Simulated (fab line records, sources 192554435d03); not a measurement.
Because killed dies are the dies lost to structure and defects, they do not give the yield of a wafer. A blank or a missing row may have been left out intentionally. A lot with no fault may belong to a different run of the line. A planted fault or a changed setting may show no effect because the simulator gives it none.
A lot that was struck, set against a sound lot || flow n5 finfet || 18 steps out of a route of 1938
Sound: wafers L544.4, L544.5, L544.6. The struck wafers were L536.2, L536.3, L536.6. The cause is given at the end.
Order at every step that has rows: each side's tool, ch and its chambers, its first start. Under that, the readings that differ: sound wafers || struck wafers || difference of the means || sigmas: that difference in standard deviations of wafers without a fault.
alike: words and numbers the same on both sides, and readings whose means are apart by under 2 such deviations; not compared: readings that were withheld, readings missing a value for some wafer, numbers with overlapping values and no deviation given by the record, and bounds like >300 which may hide the same value.
The two part at a step that has a row with sigmas, a row that says differs or no value, or rows on one side only. When numbers do not overlap yet have no deviation, they are printed without sigmas and do not part them. Lack of a reading on every wafer of one side parts them only where that side has two or more wafers.

first, 11 steps without rows for these wafers: N5_BEOL_M0_SAQP_DESCUM_19 (chemistry O2, time 7.9 s); N5_BEOL_M0_SAQP_ETCH_83 (etches SiARC in CF4, target depth 39 nm, time 65 s); N5_BEOL_M0_SAQP_ETCH_84 (etches SOC in N2/H2, target depth 100 nm, overetch 20 nm, time 150 s); N5_BEOL_M0_SAQP_STRIP_80 (strips in N2/H2); N5_BEOL_M0_SAQP_HM_OPEN_112 (chemistry CHF3/O2, target SiO2, stops on a-Si, target depth 12 nm, time 13.5 s); N5_BEOL_M0_SAQP_STRIP_113 (strips in CHF3/O2); N5_BEOL_M0_SAQP_MANDREL_ETCH_20 (etches a-Si in HBr/Cl2, stops on SiNx, target depth 60 nm, bt time 10 s, time 30 s); N5_BEOL_M0_SAQP_STRIP_86 (strips in N2/H2); N5_BEOL_M0_SAQP_STRIP_115 (strips in post etch residue remover, time 60 s); N5_BEOL_M0_SAQP_SRD_93 (time 30 s); N5_BEOL_M0_SAQP_RECESS_114 (chemistry HF/NH3, target SiO2, target depth 14.4 nm, afs cycles 3, sublimation time 60 s).
N5_BEOL_M0_SAQP_SPACER1_ALD_98: deposits SiO2, target thk 12.8 nm, pulse time 1 s, purge time 2 s.
  sound on ald sin-04 ch 0,1,2, day 10 00:30; struck on ald sin-03 ch 0,1,3, day 7 20:48
{"reading": "ald cycles", "sound": "138 138 138", "struck": "42 42 42", "difference": -96, "sigmas": ""}
{"reading": "model.SiO2_of_BEOL_M0_SAQP_SPACER1_ALD_98.thk nm (nm)", "sound": "12.8 12.8 12.8", "struck": "3.8 4 3.8", "difference": -8.9, "sigmas": ""}
  alike: heater power w, precursor pulse height rel
then, 1 step without rows for these wafers: N5_BEOL_M0_SAQP_SPACER1_ETCHBACK_99 (etches SiO2 in CHF3/O2, target depth 15.4 nm, time 7.7 s).
N5_BEOL_M0_SAQP_MANDREL1_REMOVE_100: chemistry HBr/Cl2/O2, target a-Si, stops on SiNx, bt time 10 s.
  sound on rie si-01 ch 0,1,3, day 10 00:53; struck on rie si-06 ch 0,3, day 7 21:29
{"reading": "model.BEOL_M0_SAQP.cd nm (nm)", "sound": "12.6 12.6 12.6", "struck": "3.6 3.8 3.8", "difference": -8.9, "sigmas": ""}
{"reading": "model.SiO2_of_BEOL_M0_SAQP_SPACER1_ALD_98.thk nm (nm)", "sound": "7.4 7.4 7.4", "struck": "1.8 1.8 1.8", "difference": -5.6, "sigmas": ""}
  alike: chamber pressure mTorr, drypump motor current A, oes product au, throttle valve pct
  not compared: rf hours counter h
N5_BEOL_M0_SAQP_CD_MEAS_25 targets a cd of 13.1 nm.
  sound on cd sem-02 ch 0, day 10 00:58; struck on cd sem-03 ch 0, day 7 21:35
{"reading": "cd nm (nm)", "sound": "12.92 12.23 12.54", "struck": "3.68 4.21 3.59", "difference": -8.74, "sigmas": -38}
then, 1 step without rows for these wafers: N5_BEOL_M0_SAQP_ETCH_101 (etches SiNx in CH3F/O2, target depth 29.9 nm, time 42.7 s).
N5_BEOL_M4_RC_MEAS_101:
  the record has rows for the sound wafers here (prober-02 ch 0, day 12 15:22) and none for the struck ones
-- here the record skips 7 days between the struck wafers' starts before and after, leaving off in module BEOL_M4 and picking up in module PASSIVATION (first step shown: number 1936 of the route) --
N5_PASSIVATION_PROBE_49:
  rows exist in the record for the struck wafers here (prober-01, day 15 05:22), but not for the sound ones

## WHERE THEY PART
At N5_BEOL_M0_SAQP_CD_MEAS_25 first; at N5_PASSIVATION_PROBE_49 last (within this record only).

WHY: what had been put in by the simulator
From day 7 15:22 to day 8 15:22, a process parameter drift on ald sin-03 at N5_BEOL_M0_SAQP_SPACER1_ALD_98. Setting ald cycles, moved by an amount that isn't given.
